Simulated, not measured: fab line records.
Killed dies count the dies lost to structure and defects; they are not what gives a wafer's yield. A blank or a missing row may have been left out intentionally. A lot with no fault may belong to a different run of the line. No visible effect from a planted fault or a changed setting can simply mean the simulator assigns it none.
fab line records	flow nand_harc	part 1 of 2: steps 1 to 26 of 39
[record] lots = 5	wafers = 15	last_day = 33
route steps=1302 shown A_SIN_REMOVE@947 A_WL_FILL@952 A_CONTACT@983
lots that met no fault: from a run of the same line without faults
start_h: hours from the record's first day to the start of the lot's first wafer shown	wait_h: hours elapsed since this lot's preceding step	" the same as in the row above	L1.1+2: several wafers, shown together as one row	- no value, or no start given	* or withheld: withheld	< > ~ a bound
route shown NAME@n: NAME is a module with steps in the file, n the number in the route of the first one	usual: mean and standard deviation over wafers with no fault	same: alike in all rows	chamber/n: place in a boat	sites: the reading at each site	_std_site: their standard deviation	_edge_site: inner sites' mean taken away from outer sites' mean	radius_mm: for every site, how far away it sits from the centre of the wafer	mask NAME#n: copy n	behind: the tool/chamber that last shaped the wafer	hold: the reason the lot was held/the length of the hold in hours/how it ended	device: the transistor (n, p or np) that didn't switch	end of line: the tests these same wafers got at the end of their route	where a step has no rows: the recipe by itself	killed: the dies lost at the first sort to structure and to defects; this is not the yield of the wafer	map: a wafer's dies, x killed, . not, _ none there
set.NAME: the setting that was run; set.NAME@STEP: the one run at that earlier step	model.NAME: the simulator's own value behind a step, which no gauge read
lots seen at some steps along the route; tables by step, rows by wafer
services: from which hour (start_h, from the record's first day; less than 0 if before it) a tool's chamber was out of use, for how many hours, and why
[[steps]]
[step NHARC_A_SIN_REMOVE_WET_00]
[recipe] temp_c = 160	time_s = 15300	chemistry = H3PO4
lot.wafer	tool	chamber	start_h	wait_h
L081.2+4+5	wet_h3po4-02	0	558.99	1.7
L078.2+4+6	wet_h3po4-01	0	562.74	1.7
L080.1+3+6	wet_h3po4-02	0	575.68	1.7
L089.1+2+3	wet_h3po4-02	0	606.93	2.7
L095.2+4+6	wet_h3po4-02	0	691.03	2.0
[step NHARC_A_SIN_REMOVE_PRECLEAN_01]
[recipe] time_s = *	temp_c = 50	bath_age_min = 0	chemistry = SC1
lot.wafer	tool	chamber	start_h	wait_h
L081.4+2+5	wet_bench-01	1,2,5	563.75	0.0
L078.4+2+6	wet_bench-05	0,2,3	567.54	0.0
L080.6+3+1	wet_bench-01	3,4,5	580.40	0.0
L089.2+1+3	wet_bench-01	6,0,1	611.74	0.0
L095.2+6+4	wet_bench-04	7,0,1	695.85	0.0
[step NHARC_A_SIN_REMOVE_SRD_02]
lot.wafer	tool	chamber	start_h	wait_h
L081.4+2+5	wet_bench-01	1,2,5	-	-
L078.4+2+6	wet_bench-05	0,2,3	567.61	0.1
L080.6+3+1	wet_bench-01	3,4,5	-	-
L089.2+1+3	wet_bench-01	6,0,1	-	-
L095.2+6+4	wet_bench-04	7,0,1	-	-
[step NHARC_A_SIN_REMOVE_INSPECT_04]
[usual] raw_defect_count = 376/80
lot.wafer	tool	chamber	start_h	wait_h	raw_defect_count
L081.2	defect_inspect-02	-	563.94	0.1	328
L081.4	"	-	"	"	373
L081.5	"	-	"	"	303
L078.2	defect_inspect-02	-	567.77	0.0	283
L078.4	"	-	"	"	255
L078.6	"	-	"	"	263
L080.1	defect_inspect-01	-	580.59	0.0	425
L080.3	"	-	"	"	359
L080.6	"	-	"	"	364
L089.1	defect_inspect-02	-	611.91	0.0	355
L089.2	"	-	"	"	417
L089.3	"	-	"	"	387
L095.2	defect_inspect-02	-	696.02	0.0	305
L095.4	"	-	"	"	268
L095.6	"	-	"	"	268
[step NHARC_A_WL_FILL_ALD_00]
[recipe] target_thk_a = 30	pulse_time_s = 3	ald_cycles = 30	temp_c = 300	material = Al2O3
[usual] heater_power_w = 474/43	precursor_pulse_height_rel = 1.000/0.019
lot.wafer	tool	chamber	start_h	wait_h	heater_power_w	precursor_pulse_height_rel	since_wet_clean_h
L081.2	ald_hk-02	2	566.34	2.4	476	0.983	24
L081.4	"	0	"	"	387	0.991	24
L081.5	"	2	"	"	502	0.997	-
L078.2	ald_hk-02	2	567.83	0.1	499	1.015	25
L078.4	"	0	"	"	391	0.997	25
L078.6	"	3	"	"	478	1.032	-
L080.3	ald_hk-01	3	580.65	0.1	513	0.966	95
L080.1	"	1	"	"	460	1.005	95
L080.6	"	0	"	"	434	1.024	-
L089.3	ald_hk-01	1	611.98	0.1	474	0.975	126
L089.1	"	2	"	"	429	1.002	126
L089.2	"	0	"	"	440	0.985	126
L095.4	ald_hk-01	1	696.08	0.1	492	1.021	31
L095.2	"	0	"	"	436	1.026	31
L095.6	"	1	"	"	474	1.003	-
[step NHARC_A_WL_FILL_RTA_01]
[recipe] temp_c = 1000	time_s = 5
[usual] lamp_power_pct = 28.2/0.52	lamp_zone_1_pct = 28.2/0.52	lamp_zone_4_pct = 28.2/0.52	wafer_temp_C_max = 1004.6/0.92
lot.wafer	tool	chamber	start_h	wait_h	lamp_power_pct	lamp_zone_1_pct	lamp_zone_4_pct	wafer_temp_C_max
L081.2	rtp_anneal-02	0	566.64	-	27.8	27.8	27.7	1005.3
L081.4	"	0	"	"	27.8	27.7	27.8	1003.9
L081.5	"	0	"	"	27.8	27.8	27.8	1005.6
L078.2	rtp_anneal-02	0	568.12	-	27.8	27.8	27.8	1004.1
L078.4	"	0	"	"	27.8	27.8	27.7	1003.1
L078.6	"	0	"	"	27.8	27.8	27.7	1004.9
L080.1	rtp_anneal-02	0	580.92	-	27.7	27.8	27.8	1006.2
L080.3	"	0	"	"	27.7	27.8	27.8	1004.5
L080.6	"	0	"	"	27.8	27.7	27.7	1005.4
L089.1	rtp_anneal-01	0	612.41	0.3	28.8	28.8	28.8	1004.8
L089.2	"	0	"	"	28.8	28.9	28.8	1003.9
L089.3	"	0	"	"	28.8	28.8	28.8	1002.6
L095.2	rtp_anneal-01	0	696.54	-	28.8	28.8	28.8	1005.1
L095.4	"	0	"	"	28.8	28.8	28.8	1004.3
L095.6	"	0	"	"	28.8	28.8	28.8	1004.0
[step NHARC_A_WL_FILL_ALD_02]
[recipe] target_thk_a = 20	pulse_time_s = 3	ald_cycles = 100	temp_c = 450	material = TiN
[usual] heater_power_w = 1021/99	precursor_pulse_height_rel = 0.998/0.02
lot.wafer	tool	chamber	start_h	wait_h	heater_power_w	precursor_pulse_height_rel	since_wet_clean_h
L081.4	ald_metal-01	2	566.86	0.1	1112	0.991	31
L081.2	"	3	"	"	945	0.997	31
L081.5	"	1	"	"	1106	1.020	-
L078.2	ald_metal-04	2	568.38	0.2	976	1.024	84
L078.4	"	3	"	"	877	1.012	84
L078.6	"	1	"	"	1042	0.968	-
L080.1	ald_metal-04	3	581.17	0.2	874	1.017	97
L080.3	"	0	"	"	990	0.981	97
L080.6	"	2	"	"	953	1.004	-
L089.1	ald_metal-03	2	612.67	0.2	945	0.997	35
L089.2	"	3	"	"	886	0.984	35
L089.3	"	0	"	"	1152	0.990	35
L095.4	ald_metal-03	3	696.80	0.2	927	0.948	119
L095.2	"	0	"	"	1176	0.948	119
L095.6	"	1	"	"	1212	0.994	-
[step NHARC_A_WL_FILL_CVD_03]
[recipe] target_thk_a = 400	temp_c = 300	pressure_torr = 40	wf6_flow_sccm = 40	h2_flow_sccm = 1600	ar_flow_sccm = 1560	time_s = 279	material = W
[usual] heater_power_w = 485/26	throttle_valve_pct = 7.87/0.29
lot.wafer	tool	chamber	start_h	wait_h	heater_power_w	since_wet_clean_h	throttle_valve_pct
L081.2	cvd_w-02	1	567.27	0.1	523	104	7.71
L081.4	"	0	"	"	474	-	7.79
L081.5	"	1	"	"	532	-	8.20
L078.2	cvd_w-01	1	568.75	0.1	461	5	8.22
L078.4	"	0	"	"	471	-	7.80
L078.6	"	1	"	"	455	-	7.80
L080.1	cvd_w-01	0	581.57	0.1	461	18	7.79
L080.3	"	1	"	"	462	-	8.35
L080.6	"	1	"	"	455	-	8.26
L089.2	cvd_w-02	1	613.07	0.1	521	150	7.76
L089.1	"	0	"	"	490	150	7.63
L089.3	"	1	"	"	531	-	7.79
L095.2	cvd_w-02	1	697.21	0.1	540	53	7.76
L095.4	"	1	"	"	526	-	7.73
L095.6	"	0	"	"	490	-	7.74
[step NHARC_A_WL_FILL_ETCHBACK_04]
[recipe] target_depth_a = 600	time_s = 120	chemistry = NF3
[usual] drypump_motor_current_A = 5.4/0.45	oes_product_au = 0.997/0.0093
lot.wafer	tool	chamber	start_h	wait_h	drypump_motor_current_A	oes_product_au	rf_hours_counter_h
L081.2	rie_metal-01	0	567.63	0.3	5.0	1.004	2.5
L081.4	"	0	"	"	5.0	0.993	-
L081.5	"	1	"	"	5.5	1.017	-
L078.2	rie_metal-02	1	569.12	0.3	6.2	0.986	1.3
L078.4	"	0	"	"	5.9	0.999	-
L078.6	"	0	"	"	5.9	1.007	-
L080.1	rie_metal-03	0	581.95	0.3	5.5	0.999	1.0
L080.3	"	0	"	"	5.5	0.992	-
L080.6	"	0	"	"	5.5	0.987	-
L089.2	rie_metal-03	1	613.44	0.3	4.9	0.977	1.9
L089.1	"	0	"	"	5.5	0.984	1.9
L089.3	"	0	"	"	5.5	0.989	-
L095.2	rie_metal-02	0	697.57	0.3	5.9	0.987	0.9
L095.4	"	1	"	"	6.2	0.989	-
L095.6	"	0	"	"	5.9	0.988	-
[step NHARC_A_WL_FILL_ETCHBACK_05]
[recipe] target_depth_a = 220	time_s = 60	temp_c = 40	chemistry = Cl2/BCl3
[usual] drypump_motor_current_A = 5.4/0.45	oes_product_au = 0.999/0.0099
lot.wafer	tool	chamber	start_h	wait_h	drypump_motor_current_A	oes_product_au	rf_hours_counter_h
L081.2	rie_metal-01	1	567.87	0.2	5.4	1.015	2.6
L081.4	"	1	"	"	5.4	1.012	-
L081.5	"	1	"	"	5.4	1.016	-
L078.2	rie_metal-02	1	569.38	0.2	6.2	0.986	1.4
L078.4	"	0	"	"	5.9	0.995	-
L078.6	"	1	"	"	6.2	0.980	-
L080.1	rie_metal-03	1	582.19	0.2	4.9	0.993	1.1
L080.3	"	1	"	"	4.9	0.996	-
L080.6	"	0	"	"	5.5	1.001	-
L089.1	rie_metal-03	0	613.69	0.2	5.5	0.997	2.0
L089.2	"	1	"	"	4.9	0.990	2.0
L089.3	"	1	"	"	4.9	0.999	-
L095.2	rie_metal-02	1	697.79	0.2	6.2	1.004	1.0
L095.4	"	1	"	"	6.2	1.000	-
L095.6	"	0	"	"	5.9	0.995	-
[step NHARC_A_WL_FILL_STRIP_27]
[recipe] power_w = 1500	temp_c = 250	time_s = 20	chemistry = N2/H2
[usual] drypump_motor_current_A = 5.91/0.27	heater_power_w = 340/29
lot.wafer	tool	chamber	start_h	wait_h	drypump_motor_current_A	heater_power_w	rf_hours_counter_h
L081.2	plasma_asher-01	0	568.04	0.2	5.81	307	11
L081.4	"	1	"	"	6.26	370	-
L081.5	"	0	"	"	5.79	317	-
L078.2	plasma_asher-01	0	570.25	0.9	5.82	314	13
L078.4	"	0	"	"	5.79	308	-
L078.6	"	1	"	"	6.25	376	-
L080.1	plasma_asher-01	1	582.47	0.3	6.23	374	16
L080.3	"	0	"	"	5.78	312	-
L080.6	"	0	"	"	5.79	312	-
L089.1	plasma_asher-01	1	613.84	0.1	6.22	380	27
L089.2	"	0	"	"	5.78	311	27
L089.3	"	1	"	"	6.21	368	-
L095.2	plasma_asher-02	1	697.91	0.1	5.51	337	16
L095.4	"	1	"	"	5.51	336	-
L095.6	"	1	"	"	5.52	338	-
[step NHARC_A_WL_FILL_STRIP_28]
[recipe] time_s = 1200	temp_c = 72.5	chemistry = post_etch_residue_remover
lot.wafer	tool	chamber	start_h	wait_h
L081.5+2+4	wet_bench-02	4,5,6	568.20	0.1
L078.4+6+2	wet_bench-06	3,4,5	570.46	0.1
L080.3+1+6	wet_bench-02	5,6,2	582.65	0.1
L089.3+1+2	wet_bench-03	0,2,4	614.02	0.1
L095.6+2+4	wet_bench-03	0,1,4	698.09	0.1
[step NHARC_A_WL_FILL_PRECLEAN_06]
[recipe] time_s = 300	chemistry = DIW
lot.wafer	tool	chamber	start_h	wait_h
L081.5+2+4	wet_bench-02	4,5,6	-	-
L078.4+6+2	wet_bench-06	3,4,5	-	-
L080.3+1+6	wet_bench-02	5,6,2	-	-
L089.3+1+2	wet_bench-03	0,2,4	-	-
L095.6+2+4	wet_bench-03	0,1,4	-	-
[step NHARC_A_WL_FILL_SRD_07]
lot.wafer	tool	chamber	start_h	wait_h
L081.5+2+4	wet_bench-02	4,5,6	-	-
L078.4+6+2	wet_bench-06	3,4,5	-	-
L080.3+1+6	wet_bench-02	5,6,2	-	-
L089.3+1+2	wet_bench-03	0,2,4	-	-
L095.6+2+4	wet_bench-03	0,1,4	-	-
[step NHARC_A_WL_FILL_ANNEAL_08]
[recipe] temp_c = 450	time_s = 1800
lot.wafer	tool	chamber	start_h	wait_h
L078.2+4+6	furnace-05	0	572.33	-
L081.2+4+5	furnace-05	0	572.33	-
L080.1+3+6	furnace-05	0	587.49	-
L089.1+2+3	furnace-01	0	615.34	-
L095.2+4+6	furnace-01	0	701.26	-
[step NHARC_A_WL_FILL_ALD_10]
[recipe] target_thk_a = 500	pulse_time_s = 10	ald_cycles = 500	temp_c = 300	material = SiO2
[usual] heater_power_w = 496/51	precursor_pulse_height_rel = 0.999/0.019
lot.wafer	tool	chamber	start_h	wait_h	heater_power_w	precursor_pulse_height_rel	since_wet_clean_h
L078.4	ald_hk-01	1	573.83	0.1	466	1.003	89
L078.2	"	3	574.89	1.1	515	1.015	90
L078.6	"	2	576.48	2.7	429	0.981	-
L081.2	ald_hk-02	2	574.34	0.6	495	0.993	33
L081.4	"	0	575.38	1.6	392	1.006	34
L081.5	"	1	"	"	513	0.990	-
L080.3	ald_hk-03	2	589.51	0.6	475	1.007	10
L080.1	"	3	"	"	580	1.025	10
L080.6	"	1	591.05	2.1	489	0.993	-
L089.1	ald_hk-02	1	619.91	3.1	514	0.981	78
L089.3	"	2	"	"	494	0.997	79
L089.2	"	0	621.46	4.7	397	1.034	80
L095.4	ald_hk-01	2	702.77	0.1	449	1.008	39
L095.2	"	1	704.31	1.6	485	1.023	40
L095.6	"	2	"	"	457	0.986	-
[step NHARC_A_WL_FILL_ETCHBACK_16]
[recipe] target_depth_a = 1200	time_s = 24	c4f8_flow_sccm = withheld	o2_flow_sccm = 8	ar_flow_sccm = withheld	rf_w = 600	bias_w = 800	chemistry = C4F8/O2/Ar
[usual] bias_w = 800.0/2.4	oes_product_au = 0.977/0.03	rf_vpp_V = 723/4.2
lot.wafer	tool	chamber	start_h	wait_h	bias_w	oes_product_au	rf_hours_counter_h	rf_vpp_V
L081.4	rie_diel-07	0	-	-	792.0	0.915	3.2	719
L081.2	"	2	"	"	800.4	0.916	3.2	730
L081.5	"	1	"	"	800.7	0.920	-	717
L078.2	rie_diel-13	1	-	-	796.1	0.925	0.6	730
L078.4	"	2	"	"	798.3	0.926	1.5	722
L078.6	"	0	"	"	799.2	0.929	-	718
L080.3	rie_diel-13	2	-	-	799.8	0.996	1.7	721
L080.1	"	3	"	"	800.0	0.997	2.4	720
L080.6	"	0	"	"	798.4	1.003	-	718
L089.3	rie_diel-13	1	-	-	802.4	1.012	1.9	727
L089.2	"	2	"	"	799.0	1.004	2.1	720
L089.1	"	3	"	"	798.5	0.992	2.8	720
L095.2	rie_diel-02	2	-	-	801.0	0.994	7.6	720
L095.4	"	3	"	"	799.3	0.988	7.7	723
L095.6	"	2	"	"	796.3	0.991	-	722
[step NHARC_A_WL_FILL_STRIP_29]
[recipe] time_s = 20	o2_flow_sccm = 500	ar_flow_sccm = 0	bias_w = 0	chemistry = O2
[usual] drypump_motor_current_A = 5.63/0.24	oes_product_au = 0.997/0.0097	rf_vpp_V = 57.9/0.87	showerhead_plenum_p_Torr = 3.51/0.14	throttle_valve_pct = 17.036/0.0089
[same] bias_w = 0
lot.wafer	tool	chamber	start_h	wait_h	drypump_motor_current_A	oes_product_au	rf_hours_counter_h	rf_vpp_V	showerhead_plenum_p_Torr	throttle_valve_pct
L081.2	rie_diel-07	2	578.58	0.1	5.25	0.998	3.2	57.6	3.76	17.038
L081.4	"	0	"	"	5.53	1.004	3.2	57.7	3.38	17.034
L081.5	"	2	"	"	5.25	0.996	-	58.0	3.76	17.041
L078.4	rie_diel-13	1	578.66	0.1	5.67	1.013	0.6	58.8	3.68	17.032
L078.2	"	0	"	"	5.87	1.000	1.4	56.3	3.36	17.034
L078.6	"	2	"	"	6.14	1.008	-	58.6	3.46	17.029
L080.1	rie_diel-13	3	593.74	0.1	5.43	0.994	2.4	56.1	3.42	17.049
L080.3	"	0	"	"	5.91	0.991	2.3	57.2	3.36	17.043
L080.6	"	3	"	"	5.42	0.982	-	58.2	3.42	17.033
L089.3	rie_diel-13	2	624.65	0.1	6.14	1.016	2.1	57.6	3.46	17.047
L089.2	"	3	"	"	5.43	1.002	2.8	57.2	3.42	17.048
L089.1	"	1	"	"	5.66	1.023	1.9	57.5	3.68	17.037
L095.4	rie_diel-02	3	707.51	0.1	5.76	0.985	7.7	58.5	3.51	17.038
L095.2	"	1	"	"	5.96	0.996	7.5	57.4	3.38	17.037
L095.6	"	0	"	"	5.51	0.995	-	59.4	3.66	17.032
[step NHARC_A_WL_FILL_ETCHBACK_17]
[recipe] target_depth_a = 40	time_s = 26.7	chemistry = Cl2/BCl3
[usual] drypump_motor_current_A = 5.5/0.46	oes_product_au = 1.001/0.01
lot.wafer	tool	chamber	start_h	wait_h	drypump_motor_current_A	oes_product_au	rf_hours_counter_h
L081.2	rie_metal-03	1	578.66	-	4.9	0.992	0.9
L081.4	"	1	"	"	4.9	0.983	-
L081.5	"	1	"	"	4.9	0.988	-
L078.2	rie_metal-02	0	578.77	-	5.9	0.999	1.7
L078.4	"	0	"	"	5.9	1.009	-
L078.6	"	0	"	"	5.9	0.998	-
L080.1	rie_metal-01	1	593.84	-	5.5	1.007	0.2
L080.3	"	1	"	"	5.4	1.009	-
L080.6	"	0	"	"	5.0	1.007	-
L089.2	rie_metal-02	0	624.73	-	5.9	0.996	2.4
L089.1	"	1	"	"	6.2	1.013	2.4
L089.3	"	1	"	"	6.2	0.998	-
L095.2	rie_metal-03	1	707.61	-	4.9	1.000	0
L095.4	"	1	"	"	4.9	1.004	-
L095.6	"	1	"	"	4.9	0.999	-
[step NHARC_A_WL_FILL_PRECLEAN_18]
[recipe] time_s = 30	chemistry = dHF
lot.wafer	tool	chamber	start_h	wait_h
L081.5+4+2	wet_bench-02	5,7,0	578.86	0.1
L078.2+4+6	wet_bench-03	2,3,7	578.93	0.1
L080.1+6+3	wet_bench-02	3,7,0	594.01	0.2
L089.2+1+3	wet_bench-06	0,1,5	624.92	0.2
L095.4+6+2	wet_bench-06	5,6,7	707.79	0.1
[step NHARC_A_WL_FILL_SRD_21]
lot.wafer	tool	chamber	start_h	wait_h
L081.5+4+2	wet_bench-02	5,7,0	578.88	0.0
L078.2+4+6	wet_bench-03	2,3,7	578.96	0.0
L080.1+6+3	wet_bench-02	3,7,0	594.04	0.0
L089.2+1+3	wet_bench-06	0,1,5	624.95	0.0
L095.4+6+2	wet_bench-06	5,6,7	707.81	0.0
[step NHARC_A_WL_FILL_CVD_23]
[recipe] target_thk_a = 400	temp_c = 620	pressure_mtorr = 200	time_s = 800	material = poly-Si
lot.wafer	tool	chamber	start_h	wait_h
L078.2+4+6	lpcvd_poly-02	0	582.15	3.2
L081.2+4+5	lpcvd_poly-02	0	582.15	3.3
L080.1+3+6	lpcvd_poly-03	0	596.43	2.4
L089.1+2+3	lpcvd_poly-04	0	627.38	2.4
L095.2+4+6	lpcvd_poly-04	0	710.24	2.4
[step NHARC_A_WL_FILL_ETCHBACK_26]
[recipe] target_depth_a = 520	time_s = 13.3	hbr_flow_sccm = 150	rf_w = 350	icp_w = 350	bias_w = 60	chemistry = HBr
[usual] bias_w = 59.99/0.17	drypump_motor_current_A = 5.8/0.33	oes_product_au = 0.995/0.01	throttle_valve_pct = 23.268/0.0085
lot.wafer	tool	chamber	start_h	wait_h	bias_w	drypump_motor_current_A	oes_product_au	rf_hours_counter_h	throttle_valve_pct
L081.2	rie_si-01	0	584.77	0.4	59.98	6.3	0.982	0.1	23.263
L081.4	"	3	"	"	60.08	5.7	0.989	0.1	23.254
L081.5	"	0	"	"	60.27	6.3	0.987	-	23.265
L078.4	rie_si-06	1	584.79	0.4	59.85	5.9	0.993	0.8	23.261
L078.2	"	3	"	"	59.89	6.1	0.996	0.8	23.267
L078.6	"	1	"	"	60.20	5.9	1.005	-	23.257
L080.3	rie_si-05	3	599.02	0.4	60.21	6.0	1.005	0.7	23.277
L080.1	"	0	"	"	59.94	6.0	0.987	0.7	23.277
L080.6	"	2	"	"	59.81	5.8	1.002	-	23.268
L089.3	rie_si-05	0	629.94	0.4	59.88	6.0	0.997	0.9	23.265
L089.1	"	2	"	"	60.08	5.9	0.998	0.9	23.272
L089.2	"	3	"	"	60.15	5.9	0.996	1.0	23.277
L095.4	rie_si-06	1	712.82	0.4	59.92	5.9	0.976	0.6	23.269
L095.2	"	2	"	"	59.99	5.2	0.988	0.7	23.265
L095.6	"	0	"	"	59.80	5.3	0.975	-	23.278
[step NHARC_A_WL_FILL_PRECLEAN_30]
[recipe] time_s = 10	chemistry = dHF
lot.wafer	tool	chamber	start_h	wait_h
L078.6+2+4	wet_bench-03	5,7,1	584.92	0.1
L081.2+4+5	wet_bench-06	2,4,5	584.92	0.1
L080.6+1+3	wet_bench-06	5,7,2	599.14	0.1
L089.2+1+3	wet_bench-06	2,3,4	630.10	0.1
L095.2+6+4	wet_bench-02	4,5,0	712.94	0.1
[step NHARC_A_WL_FILL_SRD_14]
lot.wafer	tool	chamber	start_h	wait_h
L081.2+4+5	wet_bench-06	2,4,5	584.94	0.0
L078.6+2+4	wet_bench-03	5,7,1	584.94	0.0
L080.6+1+3	wet_bench-06	5,7,2	599.16	0.0
L089.2+1+3	wet_bench-06	2,3,4	630.11	0.0
L095.2+6+4	wet_bench-02	4,5,0	712.96	0.0
[step NHARC_A_WL_FILL_ALD_19]
[recipe] target_thk_a = 20	pulse_time_s = 3	ald_cycles = 100	temp_c = 450	material = TiN
[usual] heater_power_w = 1033/100	precursor_pulse_height_rel = 0.999/0.02
lot.wafer	tool	chamber	start_h	wait_h	heater_power_w	precursor_pulse_height_rel	since_wet_clean_h
L081.2	ald_metal-01	0	585.04	0.1	970	0.987	49
L081.4	"	2	"	"	1147	1.017	49
L081.5	"	0	"	"	953	0.996	-
L078.2	ald_metal-03	1	585.04	0.1	1177	0.991	7
L078.6	"	1	"	"	1211	0.974	-
L078.4	"	3	"	"	909	1.007	-
L080.1	ald_metal-01	3	599.26	0.1	977	1.037	63
L080.3	"	0	"	"	992	1.002	63
L080.6	"	3	"	"	983	1.029	-
L089.1	ald_metal-01	3	630.21	0.1	980	1.022	94
L089.3	"	0	"	"	1009	1.006	94
L089.2	"	1	"	"	1118	1.025	94
L095.2	ald_metal-04	2	713.06	0.1	1022	1.028	51
L095.4	"	1	"	"	1030	1.014	51
L095.6	"	3	"	"	866	1.006	-
